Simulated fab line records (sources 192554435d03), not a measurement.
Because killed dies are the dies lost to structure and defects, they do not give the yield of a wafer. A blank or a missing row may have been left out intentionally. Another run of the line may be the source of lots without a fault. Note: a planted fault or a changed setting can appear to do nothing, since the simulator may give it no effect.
8D (eight disciplines) problem report, filled in by code -- flow n5 finfet -- the parts of the form that need people (team, actions taken, sign-off) are left out

== 1. PROBLEM STATEMENT ==
Mean of trench depth nm at N5_BEOL_M12_OCD_MEAS_35: 262 nm across 3 wafers in 2 lots; on wafers with no fault it is 319 nm (standard deviation 4.9). Measured from the usual mean, that is -12 standard deviations.
First observed at day 13 00:34: wafer L954.2, on ocd-02. At this step, 24 wafers from 8 lots have a number in the record. Rule for "out", or "out of limits": more than 4 standard deviations from the usual mean. All remaining wafers that have a number are taken as sound.

== 2. WHAT IT IS AND WHAT IT IS NOT ==
question,is,is not
which readings at this step,trench depth nm,-
which lots,"L953, L954","L945, L947, L960, L962, L964, L967"
which wafers of those lots,"L953.2, L953.5, L954.2","L953.3, L954.1, L954.6"
read on which gauges,ocd-02,ocd-01
when,from day 13 00:34,"up to then (8 sound wafers); but 13 sound wafers of L953, L960, L962, L964, L967 came after"

== 3. SUSPECTS, AND WHAT RULES EACH OUT ==
Counting: if a tool at a process step up to the reading ran every lot that is out, it stays a suspect. Sound lots after the first of them don't rule it out here, since some wafers of a struck lot are sound.
- the gauge at N5_BEOL_M12_OCD_MEAS_35 is ruled out. All the wafers that are out were read on ocd-02, but those of them that N5_BEOL_M12_STRIP_63 has rows for are out there too, on other tools.
- rie diel-06 at N5_BEOL_M12_DESCUM_15 (chemistry O2, time 7.9 s): kept. Ran every lot that is out, first one L954 (day 12 22:56); last sound lot up to then L945 (day 10 21:48).
- rie diel-06 at N5_BEOL_M12_ETCH_59 (etches BARC in N2/H2, target depth 89 nm, overetch 26.7 nm, time 67.9 s): kept. Ran every lot that is out, first one L954 (day 12 22:58); last sound lot up to then L945 (day 10 21:50).
- rie diel-06 at N5_BEOL_M12_VIA_ETCH_16 (etches SiOC in C4F8/O2/Ar, target depth 724.8 nm): kept. Ran every lot that is out, first one L954 (day 12 23:01); last sound lot up to then L945 (day 10 21:53).
- plasma asher-01 at N5_BEOL_M12_STRIP_63 (strips in N2/H2): kept. It ran every lot that is out, first L954 (day 12 23:13). Its own readings are out on those wafers: strip time to endpoint s.
- The sound lot-mates ran in chamber 0 of plasma asher-01 at N5_BEOL_M12_STRIP_63, but the wafers that are out ran in chamber 1.
Left after counting: rie diel-06 at N5_BEOL_M12_DESCUM_15, rie diel-06 at N5_BEOL_M12_ETCH_59, rie diel-06 at N5_BEOL_M12_VIA_ETCH_16, plasma asher-01 at N5_BEOL_M12_STRIP_63.

== 4. THE CAUSE (what the simulator had put in) ==
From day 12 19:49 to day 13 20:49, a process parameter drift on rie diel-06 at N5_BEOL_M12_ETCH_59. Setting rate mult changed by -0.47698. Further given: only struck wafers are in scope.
This tool is one of the 4 suspects left after counting.

== 5. THE CHAIN OF EFFECTS, in route order ==
Rows list readings where the struck wafers' mean (over those with a number) sits beyond 3 standard deviations from the usual. Only readings for which the record gives a usual standard deviation are gone through. hours: the time from each lot's start at the first step in this table that gives one to its start at this step, as a median over the lots. sigmas: the change in usual standard deviations.
hours,step,reading,usual,on struck wafers,change,sigmas
0,N5_BEOL_M12_STRIP_63,strip time to endpoint s,42.3 s,50.6,+8.3,+9.4
1,N5_BEOL_M12_OCD_MEAS_35,trench depth nm,319 nm,262,-57,-12
40,N5_PASSIVATION_PROBE_49,defect limited yield,91.4 %,75.3,-16.1,-11
40,N5_PASSIVATION_PROBE_49,killed_at_M4_up,12,194,+182,+37
40,N5_PASSIVATION_PROBE_49,killed dies,101,291,+190,+11
40,N5_PASSIVATION_PROBE_49,killed on rim,13,41,+28,+7.1
40,N5_PASSIVATION_PROBE_49,sort_bin_5_function,5.1 %,20.6,+15.5,+16
40,N5_PASSIVATION_PROBE_49,sort n pass,1079,889,-190,-11
40,N5_PASSIVATION_PROBE_49,sort yield pct,91.4 %,75.3,-16.1,-11
Process steps it contains:
- N5_BEOL_M12_STRIP_63: strips in N2/H2.
- N5_PASSIVATION_PROBE_49

== 6. WHAT WOULD HAVE CAUGHT IT SOONER ==
The first out-of-limits reading at a measuring or inspecting step in this record came at day 13 00:34, 5 hours after the fault's start at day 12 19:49.
Of the tool readings at N5_BEOL_M12_ETCH_59 for which the record gives a usual standard deviation, none was out on any struck wafer, so an alarm limit of 4 standard deviations on them would not have fired.
Lots out: 2; all had begun N5_BEOL_M12_ETCH_59 on rie diel-06 by day 13 00:34. None of them would have been spared by holding the tool at that moment.
